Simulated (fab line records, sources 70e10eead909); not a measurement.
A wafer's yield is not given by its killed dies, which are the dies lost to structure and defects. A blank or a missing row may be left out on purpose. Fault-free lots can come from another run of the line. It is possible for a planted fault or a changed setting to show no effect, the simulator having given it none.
A struck lot beside a sound one	flow nandHarc	36 steps out of a route of 1159
Sound: these wafers, L555.2, L555.3, L555.4. Struck: wafer L564.1. (L564.2 of the same lot was not struck and is left out.) The cause comes at the end.
At each step with rows: each side's tool, then ch and its chambers, then its first start. Under that, the readings that differ: sound wafers	struck wafers	difference of the means	sigmas: that difference in standard deviations of wafers without a fault.
alike: same words and numbers on both sides, and readings whose means sit less than 2 such deviations apart. not compared: any withheld reading, any reading some wafer has no value for, any bound like >300 that may hide the same value, and any number with overlapping values for which the record gives no deviation.
Wherever a step has rows on one side only, a row that says differs or no value, or a row with sigmas, the two part there. Numbers that don't overlap but have no deviation are shown without sigmas and don't part them. A reading that every wafer of one side lacks parts them only if that side has two wafers or more.

first, 2 steps without rows for these wafers: NHARC_A_SLIT_PRECLEAN_19 (cleans in SC1); NHARC_A_SLIT_SRD_20.
NHARC_A_SLIT_CD_MEAS_21:
  sound: cdSem-02 at day 14 18:26; struck: cdSem-02 at day 18 02:48
  alike: cdNm
then, 3 steps without rows for these wafers: NHARC_A_SIN_REMOVE_WET_00 (chemistry H3PO4, time 15300 s); NHARC_A_SIN_REMOVE_PRECLEAN_01 (cleans in SC1); NHARC_A_SIN_REMOVE_SRD_02.
NHARC_A_SIN_REMOVE_INSPECT_04:
  sound: defectInspect-02 at day 15 02:02; struck: defectInspect-02 at day 18 09:40
  alike: rawDefectCount
then, 2 steps without rows for these wafers: NHARC_A_WL_FILL_ALD_00 (deposits Al2O3, target thk 3 nm, pulse time 3 s, ald cycles 30); NHARC_A_WL_FILL_RTA_01 (time 5 s).
NHARC_A_WL_FILL_ALD_02: deposits TiN, target thk 2 nm, pulse time 3 s, ald cycles 100.
  sound on aldMetal-03 ch 0,3, day 15 02:38; struck on aldMetal-02 ch 0, day 18 10:43
  alike: heaterPowerW, precursorPulseHeightRel
NHARC_A_WL_FILL_CVD_03: deposits W, target thk 40 nm, time 3302 s.
  sound on cvdW-01 ch 0,1, day 15 03:49; struck on cvdW-02 ch 0, day 18 14:14
  alike: heaterPowerW, throttleValvePct
then, 2 steps without rows for these wafers: NHARC_A_WL_FILL_ETCHBACK_04 (etches the open film in NF3, target depth 60 nm, time 120 s); NHARC_A_WL_FILL_ETCHBACK_05 (etches the open film in Cl2/BCl3, target depth 22 nm, time 60 s).
NHARC_A_WL_FILL_STRIP_27: strips in N2/H2, time 20 s.
  sound on plasmaAsher-01 ch 0,1, day 15 07:32; struck on plasmaAsher-02 ch 0, day 18 17:53
reading	sound	struck	difference	sigmas
heaterPowerW (W)	383 379 347	299	-71	-2
  alike: drypumpMotorCurrentA, tempC
  not compared: rfHoursCounterH
then, 6 steps without rows for these wafers: NHARC_A_WL_FILL_STRIP_28 (strips in post etch residue remover, time 1200 s); NHARC_A_WL_FILL_PRECLEAN_06 (cleans in DIW, time 300 s); NHARC_A_WL_FILL_SRD_07; NHARC_A_WL_FILL_ANNEAL_08 (time 1800 s); NHARC_A_WL_FILL_ALD_10 (deposits SiO2, target thk 50 nm, pulse time 10 s, ald cycles 500); NHARC_A_WL_FILL_ETCHBACK_16 (etches the open film in C4F8/O2/Ar, target depth 88 nm, time 17.6 s).
NHARC_A_WL_FILL_STRIP_29: strips in O2, time 20 s.
  sound on rieDiel-05 ch 1,2,3, day 15 18:35; struck on rieDiel-11 ch 2, day 19 04:01
reading	sound	struck	difference	sigmas
rfHoursCounterH (h)	0.1 0.1 0.1	2.7	+2.6	
  alike: drypumpMotorCurrentA, oesProductAu, rfVppV, showerheadPlenumPTorr, throttleValvePct
then, 8 steps without rows for these wafers: NHARC_A_WL_FILL_ETCHBACK_17 (etches the open film in Cl2/BCl3, target depth 4 nm, time 26.7 s); NHARC_A_WL_FILL_PRECLEAN_18 (cleans in dHF, time 30 s); NHARC_A_WL_FILL_SRD_21; NHARC_A_WL_FILL_CVD_23 (deposits poly-Si, target thk 40 nm, time 800 s); NHARC_A_WL_FILL_ETCHBACK_26 (etches the open film in HBr, target depth 52 nm, time 13.3 s); NHARC_A_WL_FILL_PRECLEAN_30 (cleans in dHF, time 10 s); NHARC_A_WL_FILL_SRD_14; NHARC_A_WL_FILL_ALD_19 (deposits TiN, target thk 2 nm, pulse time 3 s, ald cycles 100).
NHARC_A_WL_FILL_CVD_20: deposits W, target thk 75 nm, time 5064 s.
  sound: cvdW-01 ch 0,1; struck: cvdW-02 ch 1
reading	sound	struck	difference	sigmas
throttleValvePct (%)	7.54 7.45 7.46	7.93	+0.45	+2
  alike: heaterPowerW
NHARC_A_WL_FILL_CMP_12: polishes, t overpolish 30 s, target thk 75 nm.
  sound on cmp-01 ch 1,2,3, day 16 07:26; struck on cmp-02 ch 3, day 19 14:40
reading	sound	struck	difference	sigmas
motorCurrentA (A)	12.6 13.0 11.4	9.5	-2.8	-2
  alike: overpolishRunS, retainingRingPressureFrac, timeToEndpointS
after that, 1 step had no rows for these wafers: NHARC_A_WL_FILL_SRD_31.
NHARC_A_WL_FILL_INSPECT_15:
  sound: defectInspect-02 at day 16 07:55; struck: defectInspect-02 at day 19 15:07
  alike: rawDefectCount
then, 2 steps without rows for these wafers: NHARC_A_CONTACT_DEP_24 (deposits SiO2, target thk 500 nm); NHARC_A_CONTACT_DEP_28 (deposits aC, target thk 3600 nm).
-- break in the record here, with 5 days between the starts of the struck wafers on either side (left off in module A_CONTACT, picked up again in module END, where the first step shown is number 1159 on the route) --
NHARC_END_SORT_01:
  only the struck wafers appear in the record here, on prober-02 ch 0 at day 24 15:58; the sound ones have no rows

WHERE THEY PART
First at NHARC_A_WL_FILL_STRIP_27; last, within this record, at NHARC_END_SORT_01.

WHY: whatever the simulator had introduced
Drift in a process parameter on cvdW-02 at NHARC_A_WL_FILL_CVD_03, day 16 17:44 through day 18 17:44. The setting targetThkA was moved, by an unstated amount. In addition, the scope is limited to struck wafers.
